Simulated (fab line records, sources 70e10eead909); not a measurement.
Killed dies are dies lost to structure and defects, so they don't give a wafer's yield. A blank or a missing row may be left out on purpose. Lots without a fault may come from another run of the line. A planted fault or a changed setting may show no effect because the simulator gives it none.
Which tool did it? | flow nand_harc | 24 lots, 72 wafers sampled, at 2 steps of a route of 1302

WHAT THE GAUGES READ, wafer by wafer
NHARC_A_CHANNEL_HOLE_D2_INSPECT_12. Usual: raw_defect_count 27, standard deviation 24.
lot  | measured     | on                | raw_defect_count | flag
L074 | day 13 06:07 | defect_inspect-01 | 7 6 2            |
L075 | day 14 05:59 | defect_inspect-01 | 0 4 5            |
L076 | day 14 06:09 | defect_inspect-02 | 53 59 49         |
L077 | day 14 16:44 | defect_inspect-01 | 2 1 7            |
L078 | day 14 19:07 | defect_inspect-02 | 8 6 5            |
L079 | day 15 12:51 | defect_inspect-02 | 9 6 6            |
L080 | day 15 20:22 | defect_inspect-01 | 62 55 58         |
L081 | day 15 20:13 | defect_inspect-01 | 8 7 9            |
L082 | day 16 06:47 | defect_inspect-02 | 57 54 64         |
L083 | day 17 11:01 | defect_inspect-02 | 58 50 63         |
L085 | day 17 12:53 | defect_inspect-02 | 9 7 8            |
L084 | day 17 13:32 | defect_inspect-02 | 66 67 50         |
L086 | day 18 04:42 | defect_inspect-02 | 9 7 8            |
L087 | day 18 15:41 | defect_inspect-01 | 65 55 52         |
L089 | day 19 13:59 | defect_inspect-02 | 62 38 53         |
L088 | day 19 14:32 | defect_inspect-02 | 17 15 19         |
L090 | day 19 20:09 | defect_inspect-02 | 19 14 15         |
L091 | day 19 20:25 | defect_inspect-01 | 57 75 57         |
L092 | day 20 18:53 | defect_inspect-01 | 16 20 23         |
L093 | day 20 19:19 | defect_inspect-02 | 49 57 66         |
L094 | day 22 03:05 | defect_inspect-01 | 8 4 8            |
L095 | day 22 04:59 | defect_inspect-01 | 5 2 3            |
L097 | day 22 19:44 | defect_inspect-01 | 27 23 24         |
L096 | day 22 20:21 | defect_inspect-01 | 4 2 6            |

WHICH TOOL RAN EACH LOT (tool, then ch and the chambers of the sampled wafers, then the start)
lot  | NHARC_A_CHANNEL_HOLE_D2_DEP_01
L074 | pecvd-03 ch 1,2, day 13 05:16
L075 | pecvd-03 ch 1,2, day 14 05:10
L076 | pecvd-03 ch 0,1,2, day 14 05:19
L077 | pecvd-01 ch 0,1,2, day 14 15:57
L078 | pecvd-02 ch 0,2, day 14 18:16
L079 | pecvd-03 ch 0,1,2, day 15 11:59
L080 | pecvd-02 ch 1,2, day 15 19:21
L081 | pecvd-03 ch 0,2, day 15 19:23
L082 | pecvd-03 ch 1,2, day 16 06:00
L083 | pecvd-01 ch 0,1,2, day 17 10:11
L085 | pecvd-03 ch 0,1, day 17 12:03
L084 | pecvd-01 ch 0,2, day 17 12:43
L086 | pecvd-03 ch 0,2, day 18 04:01
L087 | pecvd-02 ch 0,1,2, day 18 14:50
L089 | pecvd-03 ch 0,1,2, day 19 13:14
L088 | pecvd-01 ch 0,2, day 19 13:43
L090 | pecvd-02 ch 0,1,2, day 19 19:20
L091 | pecvd-01 ch 0,1,2, day 19 19:36
L092 | pecvd-01 ch 0,1,2, day 20 18:04
L093 | pecvd-03 ch 0,1,2, day 20 18:27
L094 | pecvd-02 ch 0,1,2, day 22 02:14
L095 | pecvd-01 ch 1,2, day 22 04:11
L097 | pecvd-03 ch 1,2, day 22 18:55
L096 | pecvd-02 ch 1,2, day 22 19:30
- NHARC_A_CHANNEL_HOLE_D2_DEP_01: deposits SiON, target thk 140 nm.

WHAT THE TOOLS THEMSELVES READ (means of the sampled wafers that have a number; where no wafer has one, the mark that the record gives instead)
NHARC_A_CHANNEL_HOLE_D2_DEP_01. Usual: heater_power_w 707 W, standard deviation 64.
lot  | tool     | heater_power_w (W) | flag
L074 | pecvd-03 | 713                |
L075 | pecvd-03 | 687                |
L076 | pecvd-03 | 660                |
L077 | pecvd-01 | 692                |
L078 | pecvd-02 | 772                |
L079 | pecvd-03 | 733                |
L080 | pecvd-02 | 686                |
L081 | pecvd-03 | 665                |
L082 | pecvd-03 | 729                |
L083 | pecvd-01 | 732                |
L085 | pecvd-03 | 738                |
L084 | pecvd-01 | 681                |
L086 | pecvd-03 | 729                |
L087 | pecvd-02 | 720                |
L089 | pecvd-03 | 715                |
L088 | pecvd-01 | 745                |
L090 | pecvd-02 | 729                |
L091 | pecvd-01 | 665                |
L092 | pecvd-01 | 678                |
L093 | pecvd-03 | 705                |
L094 | pecvd-02 | 718                |
L095 | pecvd-01 | 663                |
L097 | pecvd-03 | 707                |
L096 | pecvd-02 | 731                |

THE ANSWER, worked out from the rows above alone
Rule: a lot is off if the mean of its wafers that have a number lies more than 3 standard deviations from the usual mean. A lot without any number at a reading at which 4 lots or more have one is off too. The other lots that the step has rows for count as sound. The gauges are gone through in route order, then the tools' own readings, and for those a lot's mean is taken as printed above. The first step at which some lot is off is used, and at that step the reading that is off furthest; a lot without a number counts as furthest.
No lot is off at any reading shown: from this, nothing can be told.

WHAT THE SIMULATOR HAD PUT IN
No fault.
